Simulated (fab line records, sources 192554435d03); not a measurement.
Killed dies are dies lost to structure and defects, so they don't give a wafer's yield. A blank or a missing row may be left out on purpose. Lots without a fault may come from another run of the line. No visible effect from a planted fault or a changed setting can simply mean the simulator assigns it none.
A lot that was struck, set against a sound lot / flow n5_finfet / 36 out of 1938 route steps
Sound: the wafers L353.4, L353.5, L353.6. The struck wafers were L361.1, L361.2, L361.4. The cause comes at the end.
Order at every step that has rows: each side's tool, ch and its chambers, its first start. Under that, the readings that differ: sound wafers / struck wafers / difference of the means / sigmas: that difference in standard deviations of wafers without a fault.
alike: readings with means less than 2 such deviations apart, plus words and numbers identical on both sides. not compared: withheld readings, readings lacking a value on some wafer, bounds such as >300 that could conceal the same value, and numbers that have no deviation in the record and whose values overlap.
The two part at a step that has a row with sigmas, a row that says differs or no value, or rows on one side only. Numbers that have no deviation but don't overlap get no sigmas and don't part them. A reading that every wafer of one side lacks parts them only if that side has two wafers or more.

first, 9 steps without rows for these wafers: N5_MOL_CONTACT_COAG_COAT_34 (resist thk 40 nm); N5_MOL_CONTACT_COAG_EBR_36; N5_MOL_CONTACT_COAG_SOFTBAKE_35 (time 60 s); N5_MOL_CONTACT_COAG_EXPOSE_37 (exposes mask VD, defocus 0 nm); N5_MOL_CONTACT_COAG_PEB_38 (peb time 60 s); N5_MOL_CONTACT_COAG_DEVELOP_39 (develop time 30 s); N5_MOL_CONTACT_COAG_DESCUM_45 (chemistry O2, time 7 s); N5_MOL_CONTACT_COAG_ETCH_65 (etches underlayer in N2/H2, target depth 13 nm, time 10.4 s); N5_MOL_CONTACT_COAG_ETCH_66 (etches SiARC in CF4, target depth 13 nm, time 21.7 s).
N5_MOL_CONTACT_COAG_ALD_133: deposits SiO2, target thk 5 nm, pulse time 1 s, co reactant pulse time 1 s.
  sound on ald_sin-01 ch 0,3, day 5 13:35; struck on ald_sin-01 ch 1,2,3, day 7 16:04
  alike: heater_power_w, precursor_pulse_height_rel
then, 25 steps without rows for these wafers: N5_MOL_CONTACT_COAG_ETCHBACK_134 (etches SiO2 in CHF3, target depth 10 nm, time 6.7 s); N5_MOL_CONTACT_COAG_ETCH_67 (etches SOC in N2/H2, target depth 60 nm, overetch 21 nm, time 101.2 s); N5_MOL_CONTACT_COAG_STRIP_68 (strips in N2/H2); N5_MOL_CONTACT_COAG_STRIP_69 (strips in N2/H2); N5_MOL_CONTACT_COAG_ETCHBACK_136 (etches SiO2 in CHF3, target depth 25 nm, time 16.7 s); N5_MOL_CONTACT_COAG_STRIP_120 (strips in CHF3); N5_MOL_CONTACT_COAG_VIA_ETCH_117 (etches SiO2 in C4F6/O2, target depth 40 nm, overetch 8 nm, time 26 s); N5_MOL_CONTACT_COAG_ETCH_124 (etches SiNx in CH3F/O2, stops on SiOC, target depth 6.5 nm); N5_MOL_CONTACT_COAG_ETCH_48 (etches SiOC in C4F6/O2, target depth 15 nm, overetch 4.5 nm, time 17 s); N5_MOL_CONTACT_COAG_STRIP_72 (strips in N2/H2); N5_MOL_CONTACT_COAG_STRIP_49 (strips in N2/H2, time 30 s); N5_MOL_CONTACT_COAG_PRECLEAN_138 (cleans in alkaline clean, time 60 s); N5_MOL_CONTACT_COAG_SRD_139 (time 30 s); N5_MOL_CONTACT_COAG_PRE_CLEAN_121; N5_MOL_CONTACT_COAG_CVD_140 (deposits W, target thk 66.5 nm, time 215 s); N5_MOL_CONTACT_COAG_PRECLEAN_127 (cleans in DIW, time 57.5 s); N5_MOL_CONTACT_COAG_SRD_128 (dry time 32 s); N5_MOL_CONTACT_COAG_CMP_52 (polishes, stops on SiO2, t overpolish 1.5 s, target thk 66.5 nm); N5_MOL_CONTACT_COAG_ANNEAL_112 (time 1800 s); N5_BEOL_M0_SAQP_PECVD_00 (deposits SiCN from 3MS/NH3, target thk 8 nm, time 14 s); N5_BEOL_M0_SAQP_ILD_DEP_01 (deposits SiOC from DEMS/O2, target thk 45.419 nm, time 8.7 s); N5_BEOL_M0_SAQP_HM_DEP_02 (deposits TiN, target thk 12 nm); N5_BEOL_M0_SAQP_PECVD_03 (deposits SiCN from 3MS/NH3, target thk 12 nm, time 21.1 s); N5_BEOL_M0_SAQP_PECVD_96 (deposits a-Si from SiH4/He, target thk 45 nm, time 45.2 s); N5_BEOL_M0_SAQP_PECVD_97 (deposits SiNx from SiH4/NH3/N2, target thk 23 nm, time 19.9 s).
-- the record jumps here: 7 days lie between the struck wafers' starts before and after (it left off in module BEOL_M0_SAQP and takes up again in module PASSIVATION, whose first step shown is number 1936 of the route) --
N5_PASSIVATION_PROBE_49:
  rows exist in the record for the struck wafers here (prober-02, day 14 23:21), but not for the sound ones

## WHERE THEY PART
N5_PASSIVATION_PROBE_49 only, going by this record.

WHY: what the simulator had put in
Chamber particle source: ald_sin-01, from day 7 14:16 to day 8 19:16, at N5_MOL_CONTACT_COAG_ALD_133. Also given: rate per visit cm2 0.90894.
